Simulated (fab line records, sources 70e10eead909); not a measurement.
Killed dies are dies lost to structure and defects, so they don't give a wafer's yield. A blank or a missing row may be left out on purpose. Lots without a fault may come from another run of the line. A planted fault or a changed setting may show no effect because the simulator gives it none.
fab line records | flow nand_harc
record lots=24 wafers=72 last_day=33
route steps=1302 shown P_GATE@215 P_CONTACT@248 P_M0@266 P_M1@300
lots that met no fault: from a run of the same line without faults
start_h: hours from the record's first day to the start of the lot's first wafer shown | wait_h: hours since the lot's step before | " the same as in the row above | L1.1+2: a row that stands for several wafers | - no value, or no start given | * or withheld: withheld | < > ~ a bound
route shown NAME@n: a module of which the file shows steps, and the number in the route of the first | usual: mean/standard deviation of fault-free wafers | same: alike in all rows | chamber/n: place in a boat | sites: the reading at each site | _std_site: their standard deviation | _edge_site: outer sites' mean less inner sites' | radius_mm: how far each site lies from the wafer's centre | mask NAME#n: copy n | behind: the tool/chamber that last shaped the wafer | hold: why the lot was held/for how many hours/how that ended | device: the transistor (n, p or np) that didn't switch | end of line: the same wafers' tests at the end of the route | a step without rows: its recipe alone | killed: dies lost to structure and defects at the first sort, not the wafer's yield | map: a wafer's dies, x killed, . not, _ none there
set.NAME: the setting as run; set.NAME@STEP: as run at that earlier step | model.NAME: the simulator's own value behind a step, which no gauge read
steps of the route over a sample of lots; a table a step, a row a wafer
services: from which hour (start_h, from the record's first day; less than 0 if before it) a tool's chamber was out of use, for how many hours, and why
## steps
# step NHARC_P_GATE_RTA_82
# recipe temp_c=450 time_s=30
# usual lamp_power_pct=4.1/0.41 wafer_temp_C_max=452.2/0.38
# columns lot.wafer tool chamber start_h wait_h lamp_power_pct wafer_temp_C_max
L074.1 rtp_anneal-01 0 115.58 - 4.5 452.0
L074.3 " 0 " " 4.5 451.6
L074.5 " 0 " " 4.5 452.3
L075.1 rtp_anneal-01 0 122.09 - 4.5 451.7
L075.4 " 0 " " 4.5 451.6
L075.5 " 0 " " 4.6 452.1
L076.2 rtp_anneal-01 0 134.94 - 4.6 451.9
L076.4 " 0 " " 4.5 451.9
L076.6 " 0 " " 4.6 452.2
L077.4 rtp_anneal-02 0 143.55 - 3.7 452.9
L077.5 " 0 " " 3.7 452.4
L077.6 " 0 " " 3.7 451.5
L078.1 rtp_anneal-01 0 155.19 - 4.5 451.5
L078.3 " 0 " " 4.5 451.7
L078.6 " 0 " " 4.5 451.9
L079.3 rtp_anneal-02 0 162.44 - 3.7 452.1
L079.5 " 0 " " 3.7 451.7
L079.6 " 0 " " 3.7 452.3
L080.1 rtp_anneal-02 0 174.27 - 3.7 452.7
L080.2 " 0 " " 3.7 452.4
L080.3 " 0 " " 3.7 452.4
L081.2 rtp_anneal-02 0 190.61 - 3.7 452.3
L081.4 " 0 " " 3.7 452.1
L081.5 " 0 " " 3.7 452.2
L082.2 rtp_anneal-02 0 195.84 - 3.7 453.2
L082.5 " 0 " " 3.7 453.1
L082.6 " 0 " " 3.7 452.0
L083.1 rtp_anneal-01 0 218.92 - 4.5 451.7
L083.2 " 0 " " 4.5 452.3
L083.5 " 0 " " 4.5 452.1
L085.1 rtp_anneal-02 0 225.39 - 3.7 452.5
L085.2 " 0 " " 3.7 452.2
L085.3 " 0 " " 3.7 452.1
L084.3 rtp_anneal-01 0 227.40 - 4.6 451.9
L084.4 " 0 " " 4.5 451.7
L084.5 " 0 " " 4.5 451.7
L086.1 rtp_anneal-02 0 233.12 - 3.7 452.3
L086.3 " 0 " " 3.7 452.4
L086.4 " 0 " " 3.7 452.0
L088.1 rtp_anneal-01 0 258.17 - 4.5 451.9
L088.4 " 0 " " 4.5 451.4
L088.5 " 0 " " 4.6 452.6
L087.2 rtp_anneal-01 0 258.93 - 4.5 453.2
L087.3 " 0 " " 4.6 452.2
L087.5 " 0 " " 4.5 452.5
L089.2 rtp_anneal-02 0 263.18 - 3.7 452.7
L089.4 " 0 " " 3.7 452.5
L089.5 " 0 " " 3.7 452.0
L090.4 rtp_anneal-01 0 279.19 - 4.5 452.5
L090.5 " 0 " " 4.5 451.7
L090.6 " 0 " " 4.5 451.9
L091.2 rtp_anneal-02 0 280.32 - 3.7 451.6
L091.4 " 0 " " 3.7 451.9
L091.5 " 0 " " 3.7 452.6
L092.1 rtp_anneal-01 0 292.84 - 4.6 452.0
L092.2 " 0 " " 4.5 452.1
L092.3 " 0 " " 4.6 451.4
L093.3 rtp_anneal-02 0 303.25 - 3.7 452.3
L093.4 " 0 " " 3.7 452.0
L093.6 " 0 " " 3.7 452.6
L094.2 rtp_anneal-02 0 317.19 - 3.7 452.8
L094.5 " 0 " " 3.7 452.2
L094.6 " 0 " " 3.7 452.2
L095.2 rtp_anneal-01 0 328.65 - 4.6 452.0
L095.4 " 0 " " 4.5 452.6
L095.5 " 0 " " 4.6 452.1
L096.1 rtp_anneal-02 0 334.46 - 3.7 451.6
L096.3 " 0 " " 3.7 452.6
L096.4 " 0 " " 3.7 452.6
L097.2 rtp_anneal-02 0 341.95 - 3.7 452.4
L097.4 " 0 " " 3.7 451.6
L097.6 " 0 " " 3.7 452.5
# step NHARC_P_CONTACT_CVD_23
# recipe target_thk_a=2000 temp_c=300 pressure_torr=40 wf6_flow_sccm=40 h2_flow_sccm=1600 ar_flow_sccm=1560 time_s=557 material=W
# usual heater_power_w=473/20 throttle_valve_pct=7.82/0.22
# columns lot.wafer tool chamber start_h wait_h heater_power_w throttle_valve_pct
L074.1 cvd_w-02 0 - - 482 7.76
L074.3 " 0 " " 475 7.79
L074.5 " 0 " " 460 8.02
L075.1 cvd_w-01 0 - - 449 7.44
L075.4 " 1 " " 476 7.87
L075.5 " 0 " " 437 7.61
L076.2 cvd_w-01 0 - - 457 7.90
L076.4 " 0 " " 451 7.58
L076.6 " 0 " " 440 7.96
L077.4 cvd_w-01 0 - - 446 7.57
L077.6 " 0 " " 445 7.70
L077.5 " 1 " " 486 8.23
L078.1 cvd_w-02 0 - - 479 7.69
L078.3 " 1 " " 478 7.77
L078.6 " 0 " " 481 7.90
L079.3 cvd_w-01 0 - - 444 7.83
L079.5 " 1 " " 475 8.12
L079.6 " 0 " " 456 7.93
L080.1 cvd_w-02 1 - - 479 7.97
L080.2 " 0 " " 473 7.73
L080.3 " 0 " " 488 7.39
L081.2 cvd_w-02 0 - - 471 7.64
L081.4 " 1 " " 495 7.70
L081.5 " 0 " " 486 7.68
L082.2 cvd_w-01 1 - - 473 8.19
L082.6 " 0 " " 441 7.53
L082.5 " 1 " " 481 7.88
L083.1 cvd_w-01 1 - - 471 7.98
L083.2 " 0 " " 439 7.76
L083.5 " 0 " " 441 7.82
L085.1 cvd_w-02 0 - - 480 7.78
L085.2 " 1 " " 479 7.77
L085.3 " 1 " " 494 7.59
L084.4 cvd_w-02 1 - - 489 7.79
L084.3 " 0 " " 479 7.62
L084.5 " 1 " " 499 8.27
L086.1 cvd_w-01 0 - - 445 7.80
L086.3 " 0 " " 434 7.94
L086.4 " 1 " " 476 8.02
L088.1 cvd_w-02 0 - - 479 7.59
L088.4 " 0 " " 481 7.83
L088.5 " 0 " " 486 7.83
L087.2 cvd_w-01 1 - - 482 8.19
L087.3 " 1 " " 477 7.80
L087.5 " 0 " " 447 7.67
L089.2 cvd_w-02 0 - - 496 7.80
L089.4 " 1 " " 498 7.86
L089.5 " 1 " " 478 7.72
L090.4 cvd_w-01 0 - - 445 7.93
L090.5 " 0 " " 436 7.79
L090.6 " 1 " " 479 7.98
L091.2 cvd_w-02 1 - - 493 7.59
L091.4 " 0 " " 474 7.68
L091.5 " 1 " " 510 7.67
L092.1 cvd_w-02 0 - - 470 7.24
L092.2 " 1 " " 510 7.47
L092.3 " 0 " " 466 7.60
L093.3 cvd_w-02 1 - - 492 7.72
L093.4 " 0 " " 479 7.38
L093.6 " 0 " " 469 7.44
L094.2 cvd_w-01 1 - - 472 8.23
L094.6 " 0 " " 442 7.95
L094.5 " 1 " " 468 8.00
L095.2 cvd_w-01 1 - - 479 8.23
L095.4 " 0 " " 449 7.88
L095.5 " 0 " " 434 7.90
L096.1 cvd_w-02 1 - - 521 7.71
L096.4 " 1 " " 503 7.76
L096.3 " 0 " " 475 7.75
L097.2 cvd_w-02 0 - - 474 7.67
L097.4 " 1 " " 507 7.57
L097.6 " 0 " " 465 7.66
# step NHARC_P_CONTACT_CMP_24
# recipe t_overpolish_s=30 target_thk_nm=200
# usual motor_current_A=12.7/1.7 overpolish_run_s=30.000/0.009 time_to_endpoint_s=39/3.5
# columns lot.wafer tool chamber start_h wait_h motor_current_A overpolish_run_s time_to_endpoint_s
L074.1 cmp-04 3 120.85 1.1 12.2 30.001 35
L074.3 " 0 " " 12.6 29.990 37
L074.5 " 1 " " 13.6 29.989 37
L075.4 cmp-04 1 126.77 0.3 14.2 29.998 38
L075.1 " 0 " " 12.1 30.008 33
L075.5 " 2 " " 11.5 29.999 38
L076.4 cmp-03 1 140.29 0.5 12.8 29.990 36
L076.2 " 2 " " 11.1 29.998 46
L076.6 " 2 " " 11.3 30.002 44
L077.4 cmp-02 1 148.23 0.5 14.2 30.005 41
L077.5 " 2 " " 16.5 29.995 38
L077.6 " 3 " " 10.2 29.998 37
L078.1 cmp-03 3 159.89 0.6 12.4 30.016 40
L078.3 " 1 " " 11.9 29.996 38
L078.6 " 2 " " 11.2 29.981 47
L079.3 cmp-03 3 167.07 0.3 12.8 30.001 40
L079.6 " 2 " " 11.4 30.026 43
L079.5 " 3 " " 12.6 30.004 40
L080.1 cmp-03 0 178.93 0.6 11.3 30.023 37
L080.3 " 1 " " 12.3 30.008 35
L080.2 " 2 " " 11.4 30.010 40
L081.2 cmp-03 3 195.34 0.6 12.6 30.000 36
L081.4 " 0 " " 11.6 29.993 40
L081.5 " 2 " " 11.2 30.013 42
L082.2 cmp-02 0 200.94 0.5 14.8 29.996 46
L082.6 " 0 " " 15.6 29.996 45
L082.5 " 1 " " 14.7 29.994 39
L083.2 cmp-02 3 223.53 0.5 10.5 29.997 35
L083.1 " 0 " " 15.0 30.003 44
L083.5 " 1 " " 14.1 30.014 36
L085.2 cmp-02 1 230.06 0.5 14.2 30.011 37
L085.3 " 2 " " 15.6 30.009 36
L085.1 " 3 " " 10.3 29.996 35
L084.3 cmp-03 3 232.11 0.3 11.2 29.997 38
L084.4 " 0 " " 11.2 30.006 41
L084.5 " 1 " " 12.6 30.001 36
L086.4 cmp-03 3 237.81 0.3 12.2 29.996 38
L086.3 " 0 " " 12.1 29.999 36
L086.1 " 1 " " 12.8 30.007 34
L088.1 cmp-04 3 262.92 0.6 11.8 30.000 39
L088.4 " 0 " " 12.0 30.012 38
L088.5 " 2 " " 11.5 30.009 40
L087.3 cmp-04 2 263.57 0.4 11.6 29.989 44
L087.2 " 1 " " 13.4 29.998 44
L087.5 " 3 " " 11.4 30.004 39
L089.4 cmp-02 0 267.82 0.4 15.5 30.007 47
L089.2 " 3 " " 9.8 30.010 41
L089.5 " 0 " " 15.5 30.011 46
L090.4 cmp-02 2 283.90 0.4 16.4 29.987 38
L090.5 " 3 " " 10.0 29.995 40
L090.6 " 0 " " 15.4 29.986 46
L091.2 cmp-03 3 285.11 0.5 12.4 30.004 37
L091.4 " 1 " " 12.9 29.995 35
L091.5 " 3 " " 12.1 29.997 40
L092.2 cmp-02 3 297.51 0.5 9.7 30.010 38
L092.1 " 0 " " 15.0 29.994 48
L092.3 " 2 " " 15.8 30.007 40
L093.4 cmp-03 1 308.08 0.4 12.4 30.008 36
L093.3 " 0 " " 11.8 30.007 38
L093.6 " 2 " " 11.3 30.008 40
L094.2 cmp-04 2 321.86 0.5 11.6 30.003 46
L094.6 " 1 " " 13.7 30.002 42
L094.5 " 2 " " 11.1 30.006 44
L095.4 cmp-03 1 333.32 0.3 12.8 29.998 33
L095.2 " 3 " " 12.4 29.990 37
L095.5 " 1 " " 12.9 29.993 32
L096.4 cmp-02 2 339.18 0.4 15.4 29.975 39
L096.1 " 3 " " 10.2 30.011 41
L096.3 " 0 " " 14.8 29.992 45
L097.4 cmp-04 2 346.93 0.4 11.4 29.994 38
L097.2 " 3 " " 12.1 29.987 36
L097.6 " 3 " " 11.2 29.995 36
# step NHARC_P_M0_DESCUM_14
# recipe time_s=3 o2_flow_sccm=200 ar_flow_sccm=0 bias_power_w=0 chemistry=O2
# usual drypump_motor_current_A=5.3/0.37 oes_product_au=0.997/0.0077 rf_vpp_V=57.8/1.1 showerhead_plenum_p_Torr=1.92/0.097 throttle_valve_pct=11.311/0.0084
# columns lot.wafer tool chamber start_h wait_h drypump_motor_current_A oes_product_au rf_hours_counter_h rf_vpp_V showerhead_plenum_p_Torr throttle_valve_pct
L074.3 rie_diel-03 2 122.30 0.1 5.5 0.990 0 58.6 1.97 11.324
L074.1 " 1 " " 6.0 1.002 0 58.2 1.98 11.307
L074.5 " 2 " " 5.5 1.005 - 58.2 1.97 11.311
L075.1 rie_diel-06 0 128.13 0.1 5.6 0.982 45 58.5 1.80 11.312
L075.4 " 2 " " 4.7 0.990 53 56.5 1.80 11.315
L075.5 " 0 " " 5.6 0.977 - 57.0 1.80 11.310
L076.4 rie_diel-03 1 141.65 0.1 6.0 1.011 5 58.6 1.98 11.293
L076.2 " 2 " " 5.4 0.998 4 57.7 1.97 11.324
L076.6 " 1 " " 6.0 1.009 - 58.1 1.98 11.303
L077.4 rie_diel-03 1 149.65 0.1 6.0 0.998 6 56.8 1.98 11.317
L077.5 " 0 " " 5.0 0.993 - 57.7 1.85 11.316
L077.6 " 1 " " 6.0 1.003 - 58.7 1.98 11.329
L078.1 rie_diel-08 3 161.24 0.1 5.1 0.986 52 57.7 1.76 11.320
L078.3 " 0 " " 5.1 0.975 52 56.5 1.86 11.300
L078.6 " 2 " " 4.8 0.984 - 57.8 1.85 11.300
L079.3 rie_diel-03 2 168.59 0.1 5.4 0.984 8 57.3 1.97 11.312
L079.6 " 3 " " 5.4 0.993 - 59.2 2.04 11.300
L079.5 " 0 " " 5.0 0.995 - 57.3 1.85 11.302
L080.1 rie_diel-06 2 180.29 0.1 4.7 0.998 13 57.4 1.79 11.306
L080.2 " 0 " " 5.6 0.991 10 58.1 1.80 11.315
L080.3 " 1 " " 5.2 0.996 13 57.1 2.07 11.319
L081.2 rie_diel-06 1 196.81 0.1 5.2 0.990 19 57.2 2.07 11.323
L081.4 " 2 " " 4.7 0.992 18 57.0 1.79 11.310
L081.5 " 0 " " 5.6 0.988 - 56.9 1.80 11.301
L082.2 rie_diel-08 0 202.43 0.1 5.1 0.996 0 56.2 1.86 11.310
L082.5 " 3 " " 5.1 1.004 - 58.2 2.08 11.297
L082.6 " 0 " " 5.1 0.991 - 59.9 1.86 11.310
L083.2 rie_diel-06 0 224.96 0.1 5.7 0.997 25 56.6 1.79 11.307
L083.1 " 2 " " 4.8 1.007 27 57.4 1.79 11.307
L083.5 " 1 " " 5.2 0.994 - 57.7 2.07 11.315
L085.3 rie_diel-03 3 231.47 0.1 5.4 0.999 22 58.2 2.04 11.314
L085.1 " 1 " " 6.0 0.993 20 57.2 1.98 11.306
L085.2 " 2 " " 5.5 0.992 20 56.8 1.97 11.299
L084.4 rie_diel-06 0 233.43 0.1 5.6 0.996 27 57.3 1.79 11.311
L084.3 " 3 " " 5.0 1.006 26 57.5 1.81 11.330
L084.5 " 1 " " 5.2 0.998 - 59.1 2.07 11.301
L086.1 rie_diel-08 0 239.31 0.1 5.1 1.001 16 58.2 1.85 11.320
L086.4 " 1 " " 4.9 1.012 18 59.6 1.94 11.298
L086.3 " 3 " " 5.2 0.987 16 57.5 2.07 11.305
L088.4 rie_diel-03 2 264.25 0.1 5.5 0.992 27 58.6 1.96 11.311
L088.1 " 0 " " 5.0 0.997 22 57.0 1.84 11.316
L088.5 " 2 " " 5.5 0.985 - 58.9 1.96 11.301
L087.3 rie_diel-03 1 265.05 0.1 6.0 0.994 26 58.2 1.98 11.311
L087.2 " 3 " " 5.4 0.991 29 57.9 2.03 11.307
L087.5 " 1 " " 6.0 0.996 - 57.6 1.98 11.320
L089.4 rie_diel-03 0 269.32 0.1 5.0 0.997 23 58.2 1.84 11.311
L089.2 " 2 " " 5.5 0.998 27 57.6 1.96 11.309
L089.5 " 0 " " 5.0 1.005 - 58.5 1.84 11.325
L090.4 rie_diel-08 2 285.20 0.1 4.8 0.994 28 57.0 1.83 11.301
L090.6 " 0 " " 5.1 0.991 - 57.1 1.85 11.311
L090.5 " 1 " " 4.9 1.000 - 59.5 1.93 11.311
L091.2 rie_diel-06 1 287.08 0.5 5.1 0.991 47 58.8 2.06 11.307
L091.4 " 0 " " 5.7 0.994 43 57.4 1.79 11.311
L091.5 " 2 " " 4.7 1.011 - 56.9 1.78 11.319
L092.2 rie_diel-03 0 299.01 0.1 5.0 0.998 2 57.3 1.84 11.308
L092.3 " 1 " " 6.0 1.003 1 57.7 1.97 11.326
L092.1 " 2 " " 5.5 1.006 2 57.8 1.96 11.312
L093.3 rie_diel-03 2 309.60 0.1 5.4 1.004 3 57.5 1.96 11.310
L093.4 " 0 " " 5.0 1.006 3 56.3 1.84 11.311
L093.6 " 3 " " 5.4 1.005 - 55.7 2.03 11.324
L094.2 rie_diel-03 0 323.32 0.1 4.9 0.995 6 56.9 1.84 11.313
L094.5 " 0 " " 5.0 1.002 - 56.4 1.84 11.300
L094.6 " 1 " " 6.0 0.998 - 59.4 1.97 11.316
L095.2 rie_diel-03 0 334.81 0.1 4.9 1.004 8 57.2 1.84 11.316
L095.4 " 2 " " 5.4 0.998 8 57.3 1.96 11.298
L095.5 " 0 " " 5.0 1.001 - 56.6 1.84 11.312
L096.3 rie_diel-03 1 340.68 0.1 6.0 0.994 8 59.7 1.97 11.309
L096.4 " 2 " " 5.5 1.000 9 59.8 1.96 11.321
L096.1 " 3 " " 5.4 0.994 10 59.3 2.03 11.304
L097.4 rie_diel-03 3 348.30 0.1 5.4 1.002 11 56.5 2.03 11.322
L097.2 " 0 " " 5.0 1.010 11 56.2 1.84 11.309
L097.6 " 2 " " 5.4 0.996 - 57.2 1.96 11.320
# step NHARC_P_M0_INSPECT_27
# usual raw_defect_count=301/130
# columns lot.wafer tool chamber start_h wait_h raw_defect_count
L074.1 defect_inspect-01 - 124.79 0.0 123
L074.3 " - " " 124
L074.5 " - " " 121
L075.1 defect_inspect-01 - 130.69 0.0 293
L075.4 " - " " 418
L075.5 " - " " 323
L076.2 defect_inspect-01 - 144.32 0.0 195
L076.4 " - " " 232
L076.6 " - " " 224
L077.4 defect_inspect-01 - 152.13 0.0 333
L077.5 " - " " 280
L077.6 " - " " 196
L078.1 defect_inspect-01 - 163.74 0.0 301
L078.3 " - " " 241
L078.6 " - " " 148
L079.3 defect_inspect-01 - 171.25 0.0 349
L079.5 " - " " 318
L079.6 " - " " 242
L080.1 defect_inspect-02 - 183.23 0.0 243
L080.2 " - " " 483
L080.3 " - " " 231
L081.2 defect_inspect-02 - 199.29 0.0 301
L081.4 " - " " 245
L081.5 " - " " 368
L082.2 defect_inspect-01 - 205.00 0.0 115
L082.5 " - " " 155
L082.6 " - " " 171
L083.1 defect_inspect-02 - 227.44 0.0 372
L083.2 " - " " 215
L083.5 " - " " 273
L085.1 defect_inspect-02 - 233.97 0.0 392
L085.2 " - " " 255
L085.3 " - " " 335
L084.3 defect_inspect-01 - 235.93 0.0 214
L084.4 " - " " 166
L084.5 " - " " 176
L086.1 defect_inspect-01 - 241.78 0.0 369
L086.3 " - " " 635
L086.4 " - " " 658
L088.1 defect_inspect-02 - 266.71 0.0 224
L088.4 " - " " 204
L088.5 " - " " 317
L087.2 defect_inspect-01 - 267.53 0.0 557
L087.3 " - " " 473
L087.5 " - " " 691
L089.2 defect_inspect-02 - 271.90 0.0 637
L089.4 " - " " 365
L089.5 " - " " 398
L090.4 defect_inspect-01 - 287.68 0.0 462
L090.5 " - " " 364
L090.6 " - " " 405
L091.2 defect_inspect-02 - 289.74 0.0 128
L091.4 " - " " 163
L091.5 " - " " 264
L092.1 defect_inspect-02 - 301.49 0.0 154
L092.2 " - " " 349
L092.3 " - " " 203
L093.3 defect_inspect-02 - 312.08 0.0 302
L093.4 " - " " 186
L093.6 " - " " 210
L094.2 defect_inspect-01 - 325.81 0.0 161
L094.5 " - " " 244
L094.6 " - " " 190
L095.2 defect_inspect-01 - 337.32 0.0 134
L095.4 " - " " 306
L095.5 " - " " 333
L096.1 defect_inspect-02 - 343.14 0.0 249
L096.3 " - " " 214
L096.4 " - " " 344
L097.2 defect_inspect-02 - 350.76 0.0 486
L097.4 " - " " 287
L097.6 " - " " 459
# step NHARC_P_M1_ETCH_15
# recipe target_depth_a=1825 time_s=91.2 c4f8_flow_sccm=withheld ar_flow_sccm=400 rf_w=600 bias_w=300 chemistry=C4F8/Ar
# usual oes_product_au=0.961/0.019 rf_vpp_V=440.3/2.7
# columns lot.wafer tool chamber start_h wait_h oes_product_au rf_hours_counter_h rf_vpp_V
L074.1 rie_diel-11 1 - - 0.970 5 437.3
L074.3 " 2 " " 0.962 5 442.1
L074.5 " 2 " " 0.954 - 441.3
L075.4 rie_diel-01 0 - - 0.972 25 440.7
L075.1 " 1 " " 0.959 25 438.8
L075.5 " 3 " " 1.002 - 440.3
L076.2 rie_diel-11 3 - - 0.961 3 438.1
L076.4 " 2 " " 0.986 6 442.2
L076.6 " 0 " " 0.964 - 442.5
L077.6 rie_diel-11 3 - - 0.952 - 438.6
L077.4 " 0 " " 0.969 - 441.2
L077.5 " 1 " " 0.966 - 437.0
L078.1 rie_diel-11 2 - - 0.949 7 442.6
L078.3 " 0 " " 0.970 9 443.4
L078.6 " 2 " " 0.961 - 441.4
L079.3 rie_diel-11 0 - - 0.937 9 443.0
L079.6 " 3 " " 0.971 - 439.2
L079.5 " 0 " " 0.928 - 442.0
L080.3 rie_diel-11 1 - - 0.960 12 437.1
L080.2 " 2 " " 0.988 9 441.1
L080.1 " 3 " " 0.967 8 439.9
L081.2 rie_diel-13 2 - - 0.951 2 437.0
L081.4 " 0 " " 0.945 2 438.8
L081.5 " 2 " " 0.939 - 436.2
L082.2 rie_diel-13 3 - - 0.964 2 443.5
L082.6 " 3 " " 0.977 - 443.4
L082.5 " 0 " " 0.978 - 439.6
L083.1 rie_diel-13 0 - - 0.967 3 440.6
L083.2 " 1 " " 0.949 3 441.9
L083.5 " 3 " " 0.970 - 443.8
L085.3 rie_diel-13 1 - - 0.969 4 441.5
L085.2 " 2 " " 0.972 3 437.3
L085.1 " 3 " " 0.952 4 443.6
L084.4 rie_diel-13 1 - - 0.982 4 442.3
L084.3 " 0 " " 0.995 4 439.4
L084.5 " 2 " " 0.970 - 436.7
L086.4 rie_diel-13 1 - - 0.959 4 443.4
L086.1 " 2 " " 0.962 4 436.9
L086.3 " 3 " " 0.976 4 443.6
L088.4 rie_diel-11 3 - - 0.949 0 438.9
L088.1 " 1 " " 0.977 0 439.2
L088.5 " 3 " " 0.953 - 438.5
L087.2 rie_diel-13 2 - - 0.921 5 436.2
L087.3 " 0 " " 0.946 5 437.6
L087.5 " 3 " " 0.923 - 445.2
L089.4 rie_diel-11 1 - - 0.968 1 437.2
L089.2 " 3 " " 0.974 1 438.7
L089.5 " 1 " " 0.978 - 435.9
L090.4 rie_diel-13 2 - - 0.984 6 435.4
L090.6 " 3 " " 0.947 - 444.4
L090.5 " 0 " " 0.973 - 440.2
L091.2 rie_diel-13 3 - - 0.957 6 443.7
L091.4 " 2 " " 0.982 6 437.0
L091.5 " 0 " " 0.989 - 439.2
L092.3 rie_diel-11 3 - - 0.963 4 440.4
L092.2 " 0 " " 0.996 4 441.3
L092.1 " 1 " " 0.987 4 437.4
L093.3 rie_diel-13 2 - - 0.955 7 437.3
L093.4 " 3 " " 0.942 7 444.6
L093.6 " 2 " " 0.948 - 436.0
L094.2 rie_diel-13 3 - - 0.917 8 444.6
L094.5 " 0 " " 0.941 - 439.4
L094.6 " 1 " " 0.924 - 443.3
L095.2 rie_diel-11 1 - - 0.941 6 436.8
L095.4 " 3 " " 0.919 6 439.5
L095.5 " 2 " " 0.925 - 441.1
L096.1 rie_diel-11 0 - - 0.971 5 442.0
L096.3 " 1 " " 0.952 6 437.0
L096.4 " 3 " " 0.952 7 438.6
L097.2 rie_diel-13 3 - - 0.973 0 444.7
L097.4 " 0 " " 0.978 0 438.9
L097.6 " 3 " " 0.964 - 443.6
## services
# columns tool chamber start_h hours kind
cmp-03 - 92.25 0.8 repair
rie_diel-13 - 96.91 68.4 repair
rie_diel-03 - 104.35 9.0 pm
cmp-02 - 108.53 0.4 repair
cvd_w-02 1 111.01 21.1 repair
cvd_w-02 0 112.39 7.0 repair
rie_diel-11 3 118.73 18.2 repair
cmp-02 - 135.09 4.0 pm
cvd_w-01 1 138.31 5.9 repair
rie_diel-11 2 149.34 11.7 repair
cmp-03 - 155.76 0.4 repair
cmp-03 - 162.01 4.0 pm
cvd_w-02 - 167.92 0.6 repair
cvd_w-01 - 181.80 0.9 repair
cvd_w-01 - 185.00 13.0 pm
rie_diel-11 2 215.92 5.0 repair
rie_diel-03 0 235.83 18.6 repair
rie_diel-11 - 255.50 9.0 pm
cmp-03 - 260.03 4.0 pm
cvd_w-02 - 269.00 13.0 pm
rie_diel-03 - 281.35 9.0 pm
cvd_w-02 - 321.30 5.6 repair
rie_diel-11 0 329.61 7.2 repair
rie_diel-13 - 342.29 9.0 pm
## key
fault none
